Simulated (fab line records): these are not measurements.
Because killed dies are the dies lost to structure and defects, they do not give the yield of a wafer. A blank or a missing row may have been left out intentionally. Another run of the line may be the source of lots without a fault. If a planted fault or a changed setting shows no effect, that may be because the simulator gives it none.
Lot-split experiment -- flow n5Finfet -- on a route of 1938 steps: 7 lots, 21 wafers read

== THE SPLIT ==
At N5_MOL_CONTACT_COAG_COAT_64 (time 60 s, resist thk 10 nm), the setting spinRpm was moved away from the recipe's 1500 rpm on 10 of the 21 wafers read, by -7.3% to +6.7%. The other wafers ran this setting at the recipe's value.

== FROM THE SPLIT TO THE READING: what the file shows between them, 3 steps ==
- N5_MOL_CONTACT_COAG_COAT_34: resist thk 40 nm
- N5_MOL_CONTACT_COAG_EBR_36
- N5_MOL_CONTACT_COAG_DESCUM_45: chemistry O2, time 7 s

== THE READING ==
etch.depthNm (the simulator's own value, which no gauge read), in nm, at N5_MOL_CONTACT_COAG_ETCH_65 (etches underlayer in N2/H2, target depth 13 nm, time 10.4 s). There is no usual value for it anywhere in the file. Average 10.012 nm, standard deviation 0.025 nm, over the 11 wafers here run with the recipe.

wafer,"tool, chamber at the split","spinRpm as run, rpm",against the recipe,"etch.depthNm, nm",against lot-mates on the recipe
L074.1,"lithoTrack-03, 0",1601,+6.7%,9.755,no lot-mate on the recipe
L074.3,"lithoTrack-03, 0",1601,+6.7%,9.704,no lot-mate on the recipe
L074.4,"lithoTrack-03, 0",1601,+6.7%,9.706,no lot-mate on the recipe
L075.3,"lithoTrack-03, 0",1500,recipe,9.992,-
L075.4,"lithoTrack-03, 0",1500,recipe,10.02,-
L075.5,"lithoTrack-03, 0",1396,-6.9%,10.38,+0.374
L085.1,"lithoTrack-03, 0",1500,recipe,10.02,-
L085.2,"lithoTrack-03, 0",1500,recipe,9.998,-
L085.6,"lithoTrack-03, 0",1500,recipe,10.07,-
L091.4,"lithoTrack-04, 0",1500,recipe,9.978,-
L091.5,"lithoTrack-04, 0",1404,-6.4%,10.3,+0.311
L091.6,"lithoTrack-04, 0",1500,recipe,10,-
L092.2,"lithoTrack-02, 0",1390,-7.3%,10.42,+0.395
L092.3,"lithoTrack-02, 0",1500,recipe,10.03,-
L092.4,"lithoTrack-02, 0",1500,recipe,10.02,-
L093.1,"lithoTrack-04, 0",1583,+5.5%,9.713,-0.269
L093.3,"lithoTrack-04, 0",1583,+5.5%,9.716,-0.266
L093.5,"lithoTrack-04, 0",1500,recipe,9.982,-
L095.2,"lithoTrack-03, 0",1556,+3.7%,9.818,-0.202
L095.5,"lithoTrack-03, 0",1500,recipe,10.02,-
L095.6,"lithoTrack-03, 0",1556,+3.7%,9.856,-0.164

FIT RESULTS
A straight line over all 21 wafers: etch.depthNm changes by -0.0488 nm for each +1% of spinRpm; r = -0.99; the points scatter about the line by 0.031 nm.
The same after taking each lot's own level away (the mean of its wafers on the recipe; 18 wafers): -0.0509 nm for each +1%; r = -1.00; scatter 0.019 nm.
On that fit, the largest move of spinRpm shifts the reading by 0.37 nm.
The lots' own levels span 9.9820 to 10.0293 nm, that is 1.9 times the standard deviation above.
Hence the lot-to-lot level has little effect on the slope; both slopes agree.
Check: for one of the wafers moved furthest among these (-7.3%), held out of the fit, the line's prediction against its lot-mates is +0.37 nm. It came out at +0.395 nm against them.

== OTHER SPLITS ON THESE WAFERS ==
Before the reading, these wafers also passed through other splits. Each is held against what the fit with the lots' levels taken away leaves over:
other split on the same wafers,wafers away from the commonest value,r with etch.depthNm (lot level and that fit taken away)
N5_SD_EPI_N_EPI_21 tempC,11,-0.09
N5_SD_EPI_N_PRECLEAN_49 timeS,7,+0.07
N5_SDB_COAT_05 spinRpm,9,+0.35
N5_SDB_ALD_29 aldCycles,4,+0.08
N5_HKMG_FIN_PEB_10 pebTimeS,7,+0.00
N5_HKMG_FIN_ETCH_35 sourceW,7,-0.03
N5_MOL_CONTACT_COAG_ETCH_105 biasW,6,-0.25
N5_MOL_CONTACT_COAG_ETCH_15 sourceW,5,+0.11
N5_MOL_CONTACT_COAG_ETCHBACK_135 timeS,7,+0.05

== THE WHOLE CHAIN: every reading that the file lists as answering this split, in the file's order ==
step,what it does,reading,change (the file's fit),r (the file's)
N5_MOL_CONTACT_COAG_COAT_64,"time 60 s, resist thk 10 nm","underlayer_of_MOL_CONTACT_COAG_COAT_64.thkNm (the simulator's own value, which no gauge read)",-0.0472 nm for each +1% of the setting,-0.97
N5_MOL_CONTACT_COAG_ETCH_65,"etches underlayer in N2/H2, target depth 13 nm, time 10.4 s","etch.depthNm (the simulator's own value, which no gauge read)",-0.0512 nm for each +1% of the setting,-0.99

== THE FILE'S OWN FIT ==
etch.depthNm changes by -0.0512 nm for each +1% of spinRpm, r = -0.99.
